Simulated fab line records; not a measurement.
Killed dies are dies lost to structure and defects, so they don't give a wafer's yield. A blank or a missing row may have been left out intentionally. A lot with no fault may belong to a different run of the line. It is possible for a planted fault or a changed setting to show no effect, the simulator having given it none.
The tool behind it: which one?    flow n5 finfet    11 lots, 31 wafers sampled, at 2 steps of a route of 1938

== WHAT THE GAUGES SHOWED, per wafer ==
N5_BEOL_M10_CD_MEAS_28: target cd 70 nm.
lot   measured      on         cd nm (nm)
L840  day 10 07:37  cd sem-02  69.2 67.8 69.0
L844  day 11 16:02  cd sem-01  69.9 70.8 69.4
L848  day 12 17:20  cd sem-01  69.3 69.1 70.2
L847  day 12 19:12  cd sem-01  68.0 70.6 69.2
L846  day 13 02:55  cd sem-02  69.6 70.1 69.2
L854  day 14 21:12  cd sem-03  73.8
L855  day 15 02:50  cd sem-01  74.1 74.1 73.8
L858  day 16 09:19  cd sem-01  68.7 69.5 68.7
L860  day 16 19:17  cd sem-02  68.9 70.5 70.4
L859  day 17 04:53  cd sem-02  69.8 69.3 68.7
L863  day 17 04:56  cd sem-01  69.5 69.2 70.8

== WHAT TOOL EACH LOT RAN ON (gives the tool, then ch and the chambers of the sampled wafers, and finally the start) ==
lot   N5_BEOL_M10_PEB_26
L840  litho track-01 ch 0, day 10 07:34
L844  litho track-05 ch 0, day 11 15:58
L848  litho track-01 ch 0, day 12 17:16
L847  litho track-05 ch 0, day 12 19:08
L846  litho track-03 ch 0, day 13 02:50
L854  litho track-01 ch 0, day 14 21:08
L855  litho track-01 ch 0, day 15 02:46
L858  litho track-05 ch 0, day 16 09:15
L860  litho track-03 ch 0, day 16 19:13
L859  litho track-03 ch 0, day 17 04:49
L863  litho track-05 ch 0, day 17 04:52
- N5_BEOL_M10_PEB_26: peb time 60 s.

== THE ANSWER, worked out from the rows above alone ==
Rule: what is usual is taken from the lots themselves. Put in order of their means at a reading, lots are off if they are a third of the lots or fewer, leave a main group of 4 or more, and stand apart from it by a gap of 3 or more times the standard deviation of the main group's means; of several such gaps the widest counts. Not used: any main group whose means are identical at the precision the tables above print for the reading. A lot without any number at a reading at which 4 lots or more have one is off too. Any other lot the step has rows for is counted as sound.
Off at N5_BEOL_M10_CD_MEAS_28 (cd nm): L854, L855. Main group: mean 69.5 nm, sd 0.43.
A tool fits if, at a process step before that reading, it ran every lot that is off, and no sound lot after the first of them. Gauges at N5_BEOL_M10_CD_MEAS_28: tried the same way as those tools. One fits: N5_BEOL_M10_PEB_26 on litho track-01. Its last sound lot is L848 (day 12 17:16), its first lot that is off L854 (day 14 21:08): a fault that began between those two fits.

== WHAT THE SIMULATOR HAD PUT IN ==
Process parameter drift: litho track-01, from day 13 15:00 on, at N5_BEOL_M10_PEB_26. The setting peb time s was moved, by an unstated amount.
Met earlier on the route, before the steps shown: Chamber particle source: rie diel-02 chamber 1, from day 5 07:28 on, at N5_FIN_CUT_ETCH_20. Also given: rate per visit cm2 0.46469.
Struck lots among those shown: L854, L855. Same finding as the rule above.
